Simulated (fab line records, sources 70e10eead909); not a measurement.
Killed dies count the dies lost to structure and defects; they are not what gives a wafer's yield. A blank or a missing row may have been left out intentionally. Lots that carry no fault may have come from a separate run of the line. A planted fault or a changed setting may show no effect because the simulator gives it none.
The tool behind it: which one? ; flow nandHarc ; 42 wafers from 14 lots sampled at 7 of the route's 1302 steps

== WHAT THE GAUGES READ, wafer by wafer ==
NHARC_A_ONON_D1_THK_MEAS_05: measures by ellipsometry.
lot;measured;on;thkNm (nm)
L606;day 7 17:52;filmMetro-01;1002 1003 1002
L608;day 8 14:43;filmMetro-02;1001 1001 1002
L611;day 9 23:58;filmMetro-01;1002 1003 1003
L613;day 10 16:10;filmMetro-02;1008 1007 1006
L615;day 11 09:25;filmMetro-02;1002 1002 1002
L618;day 12 17:52;filmMetro-02;1007 1006 1006
L620;day 13 22:50;filmMetro-01;1001 1001 1001
L622;day 14 18:13;filmMetro-01;1007 1007 1007
L624;day 15 07:22;filmMetro-02;1013 1016 1015
L623;day 15 12:24;filmMetro-01;1009 1009 1008
L625;day 15 17:31;filmMetro-01;985 983 985
L627;day 16 04:05;filmMetro-01;997 995 995
L628;day 17 00:23;filmMetro-01;1009 1010 1008
L629;day 17 04:37;filmMetro-01;992 993 992

NHARC_A_CHANNEL_HOLE_D1_CD_MEAS_10 targets a cd of 100 nm.
lot;measured;on;cdNm (nm)
L606;day 8 12:06;cdSem-03;99.1 100.9 100.4
L608;day 9 11:11;cdSem-01;101.1 99.7 99.4
L611;day 10 17:53;cdSem-02;78.6 79.0 79.5
L613;day 11 07:42;cdSem-03;84.7 83.7 83.0
L615;day 11 22:51;cdSem-03;86.0 85.6 85.9
L618;day 13 10:19;cdSem-01;85.6 86.1 85.7
L620;day 14 14:54;cdSem-01;99.8 99.6 99.8
L622;day 15 10:29;cdSem-01;99.7 100.0 99.9
L624;day 16 02:26;cdSem-02;100.6 101.2 100.0
L623;day 16 01:17;cdSem-03;100.3 100.7 101.4
L625;day 16 09:48;cdSem-03;100.7 100.1 100.5
L627;day 17 02:05;cdSem-03;100.4 101.2 100.3
L628;day 17 16:05;cdSem-02;101.4 100.7 101.3
L629;day 17 22:29;cdSem-03;100.1 100.7 99.5

NHARC_A_CHANNEL_HOLE_D1_CD_MEAS_18.
lot;measured;on;cdNm (nm)
L606;day 8 16:13;cdSem-03;92 98 96
L608;day 9 12:29;cdSem-03;99 96 100
L611;day 10 19:11;cdSem-02;82 78 76
L613;day 11 08:59;cdSem-03;81 79 81
L615;day 12 00:08;cdSem-03;84 85 87
L618;day 13 11:43;cdSem-02;88 86 77
L620;day 14 16:11;cdSem-02;100 92 95
L622;day 15 11:47;cdSem-03;105 99 103
L624;day 16 03:44;cdSem-02;96 102 102
L623;day 16 02:35;cdSem-03;100 103 99
L625;day 16 11:05;cdSem-03;103 102 99
L627;day 17 03:23;cdSem-02;102 101 100
L628;day 17 17:23;cdSem-01;100 99 99
L629;day 17 23:55;cdSem-01;102 104 91

NHARC_A_CHANNEL_HOLE_D1_CD_MEAS_30.
lot;measured;on;cdNm (nm)
L606;day 8 21:50;cdSem-02;92.0 91.4 89.9
L608;day 9 19:55;cdSem-01;89.8 87.8 89.1
L611;day 11 01:07;cdSem-02;68.7 69.1 66.4
L613;day 11 14:34;cdSem-03;75.0 71.7 69.4
L615;day 12 10:46;cdSem-03;73.3 75.7 75.9
L618;day 13 18:18;cdSem-02;76.7 73.9 76.1
L620;day 14 21:47;cdSem-02;90.9 89.3 92.4
L622;day 15 17:22;cdSem-01;91.7 91.7 88.9
L624;day 16 11:39;cdSem-03;90.7 90.7 89.2
L623;day 16 08:11;cdSem-02;90.3 90.0 89.1
L625;day 16 16:41;cdSem-03;89.2 89.3 92.6
L627;day 17 11:55;cdSem-03;90.3 89.5 91.3
L628;day 18 00:01;cdSem-02;91.0 93.6 91.4
L629;day 18 07:20;cdSem-03;90.0 90.8 89.8

== EACH LOT AND THE TOOL THAT RAN IT (in order: tool; ch and the chambers of the sampled wafers; start) ==
lot;NHARC_A_CHANNEL_HOLE_D1_DEP_01;NHARC_A_CHANNEL_HOLE_D1_EXPOSE_07;NHARC_A_CHANNEL_HOLE_D1_ETCH_23
L606;pecvd-04 ch 0,2, day 8 11:25;arfiScanner-03 ch 0, day 8 11:58;harEtch-01 ch 0,1, day 8 17:44
L608;pecvd-03 ch 0,1,2, day 9 10:26;arfiScanner-03 ch 0, day 9 11:03;harEtch-01 ch 0,1, day 9 15:55
L611;pecvd-04 ch 0,1,2, day 10 17:10;arfiScanner-03 ch 0, day 10 17:45;harEtch-02 ch 0,1, day 10 21:02
L613;pecvd-03 ch 0,2, day 11 07:05;arfiScanner-03 ch 0, day 11 07:34;harEtch-02 ch 0,1, day 11 10:43
L615;pecvd-04 ch 0,1,2, day 11 22:17;arfiScanner-03 ch 0, day 11 22:43;harEtch-02 ch 0, day 12 03:05
L618;pecvd-01 ch 1,2, day 13 09:35;arfiScanner-03 ch 0, day 13 10:10;harEtch-01 ch 0,1, day 13 14:11
L620;pecvd-03 ch 1,2, day 14 14:12;arfiScanner-02 ch 0, day 14 14:46;harEtch-01 ch 0,1, day 14 17:56
L622;pecvd-04 ch 0,1,2, day 15 09:46;arfiScanner-02 ch 0, day 15 10:20;harEtch-01 ch 0,1, day 15 13:17
L624;pecvd-01 ch 0,1,2, day 16 01:41;arfiScanner-01 ch 0, day 16 02:17;harEtch-01 ch 0,1, day 16 07:18
L623;pecvd-01 ch 1,2, day 16 00:41;arfiScanner-02 ch 0, day 16 01:08;harEtch-02 ch 0,1, day 16 04:11
L625;pecvd-01 ch 0,1, day 16 09:14;arfiScanner-01 ch 0, day 16 09:40;harEtch-02 ch 0,1, day 16 12:43
L627;pecvd-04 ch 0,1, day 17 01:23;arfiScanner-02 ch 0, day 17 01:57;harEtch-01 ch 0,1, day 17 08:01
L628;pecvd-04 ch 1,2, day 17 15:22;arfiScanner-01 ch 0, day 17 15:56;harEtch-01 ch 0, day 17 20:02
L629;pecvd-01 ch 0,2, day 17 21:46;arfiScanner-02 ch 0, day 17 22:22;harEtch-02 ch 0,1, day 18 03:16
- NHARC_A_CHANNEL_HOLE_D1_DEP_01: deposits SiON, target thk 140 nm.
- NHARC_A_CHANNEL_HOLE_D1_EXPOSE_07: exposes mask HOLE D1, target cd 100 nm.
- NHARC_A_CHANNEL_HOLE_D1_ETCH_23: etches the open film in C4F8/O2/Ar, time 819 s, target depth 1600 nm.

== WHAT THE TOOLS THEMSELVES READ (means of the sampled wafers that have a number; where no wafer has one, the mark that the record gives instead) ==
NHARC_A_CHANNEL_HOLE_D1_DEP_01.
lot;tool;heaterPowerW (W)
L606;pecvd-04;788
L608;pecvd-03;773
L611;pecvd-04;850
L613;pecvd-03;751
L615;pecvd-04;762
L618;pecvd-01;621
L620;pecvd-03;814
L622;pecvd-04;768
L624;pecvd-01;752
L623;pecvd-01;737
L625;pecvd-01;619
L627;pecvd-04;886
L628;pecvd-04;787
L629;pecvd-01;741

NHARC_A_CHANNEL_HOLE_D1_EXPOSE_07.
lot;tool;exposureDoseMJCm2
L606;arfiScanner-03;59.66
L608;arfiScanner-03;59.57
L611;arfiScanner-03;37.61
L613;arfiScanner-03;42.06
L615;arfiScanner-03;43.76
L618;arfiScanner-03;43.74
L620;arfiScanner-02;59.62
L622;arfiScanner-02;59.64
L624;arfiScanner-01;59.57
L623;arfiScanner-02;59.61
L625;arfiScanner-01;59.56
L627;arfiScanner-02;59.61
L628;arfiScanner-01;59.56
L629;arfiScanner-02;59.59

NHARC_A_CHANNEL_HOLE_D1_ETCH_23.
lot;tool;drypumpMotorCurrentA (A);mfcArSccm (sccm);showerheadPlenumPTorr (Torr);throttleValvePct (%)
L606;harEtch-01;5.7;375.5;3.73;32.152
L608;harEtch-01;5.7;375.1;3.73;32.145
L611;harEtch-02;5.7;375.7;3.59;32.158
L613;harEtch-02;6.1;375.5;3.62;32.170
L615;harEtch-02;6.4;375.9;3.63;32.160
L618;harEtch-01;5.7;375.4;3.69;32.150
L620;harEtch-01;5.7;374.3;3.69;32.150
L622;harEtch-01;5.7;375.0;3.68;32.159
L624;harEtch-01;5.7;374.7;3.67;32.156
L623;harEtch-02;5.7;373.6;3.56;32.157
L625;harEtch-02;5.7;375.3;3.56;32.154
L627;harEtch-01;5.8;375.4;3.67;32.150
L628;harEtch-01;5.8;376.1;3.66;32.156
L629;harEtch-02;5.7;374.5;3.93;32.150

== THE ANSWER, worked out from the rows above alone ==
Rule: usual is defined by the lots themselves. Put in order of their means at a reading, lots are off if they are a third of the lots or fewer, leave a main group of 4 or more, and stand apart from it by a gap of 3 or more times the standard deviation of the main group's means; of several such gaps the widest counts. A main group whose means are all the same, to the digits that the tables above print for the reading, isn't used. Also off: a lot with no number at a reading for which 4 or more lots have one. Where the step has rows for the other lots, those lots are counted as sound. The gauges are gone through in route order, then the tools' own readings, and for those a lot's mean is taken as printed above. The first step at which some lot is off is used, and at that step the reading that is off furthest; a lot without a number counts as furthest.
Off at NHARC_A_CHANNEL_HOLE_D1_CD_MEAS_10 (cdNm): L611, L613, L615, L618. The main group: mean 100.3 nm, standard deviation 0.42.
If a tool, at a process step before that reading, ran all the lots that are off and no sound lot after the first of them, it fits. The gauges at NHARC_A_CHANNEL_HOLE_D1_CD_MEAS_10 aren't tried: what is off there is off at NHARC_A_CHANNEL_HOLE_D1_EXPOSE_07 too, on other tools, and a gauge's error can't cause that. One fits: arfiScanner-03 at NHARC_A_CHANNEL_HOLE_D1_EXPOSE_07. A fault onset in the window from L608 (day 9 11:03, its last sound lot) to L611 (day 10 17:45, its first lot off) fits.
The tool's own readings at NHARC_A_CHANNEL_HOLE_D1_EXPOSE_07 bear it out: on the lots that are off they differ by more than 5 times the standard deviation of the sound lots' means. exposureDoseMJCm2 reads 41.79 there against 59.60 on the sound lots.

== WHAT THE SIMULATOR HAD PUT IN ==
Drift in process parameters on arfiScanner-03 at NHARC_A_CHANNEL_HOLE_D1_EXPOSE_07, starting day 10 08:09. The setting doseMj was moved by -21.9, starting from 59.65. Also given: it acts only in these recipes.
Struck lots among those shown: L611, L613, L615, L618. The rule above reached the same finding.
